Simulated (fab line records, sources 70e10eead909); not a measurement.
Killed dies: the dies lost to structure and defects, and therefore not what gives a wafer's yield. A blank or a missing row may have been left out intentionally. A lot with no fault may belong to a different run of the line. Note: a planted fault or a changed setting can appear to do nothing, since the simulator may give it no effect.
Chamber matching ; flow nand harc ; rie diel-06 running NHARC_A_STAIRCASE_DESCUM_270: 4 sister chambers
The step chemistry O2, time 3 s. 8 wafers are shown with their chamber, then 9 later ones without.

WAFERS WITH THEIR CHAMBER
wafer;chamber;showerhead plenum p Torr (Torr);drypump motor current A (A)
L077.3;0;1.81;4.8
L081.5;2;1.97;6.3
L084.1;3;1.86;6.7
L084.2;2;1.96;6.4
L084.6;1;2.06;5.9
L083.2;1;2.06;6.0
L083.3;0;1.81;4.8
L083.4;3;1.86;6.7

WAFERS WITH NO CHAMBER GIVEN
wafer;showerhead plenum p Torr (Torr);drypump motor current A (A)
L090.2;1.96;6.3
L090.3;1.80;4.8
L090.6;1.85;6.7
L092.2;1.80;4.8
L092.3;1.95;6.3
L092.4;2.05;6.0
L093.2;1.80;4.8
L093.4;2.05;5.9
L093.6;1.85;6.7

THE CHAMBER EACH PASSED THROUGH
wafer;from the rows above;in truth
L090.2;2;2
L090.3;0;0
L090.6;3;3
L092.2;0;0
L092.3;2;2
L092.4;1;1
L093.2;0;0
L093.4;1;1
L093.6;3;3
Placed correctly: 9 of 9. Can't be placed from these rows: 0. Wrongly placed: 0.
How it was worked out, from the rows above alone: a wafer's distance from a chamber is the root of the sum, over the readings, of the square of ((its reading less the chamber's mean) divided by the reading's scatter). The wafer belongs to the nearest chamber; if the next one is less than 2 further off, it can't be placed. For every chamber, the mean is computed from those of its wafers that are shown. The scatter: the root of (the sum of the squares of (reading less its chamber's mean) over the shown wafers, divided by (wafers less chambers)).
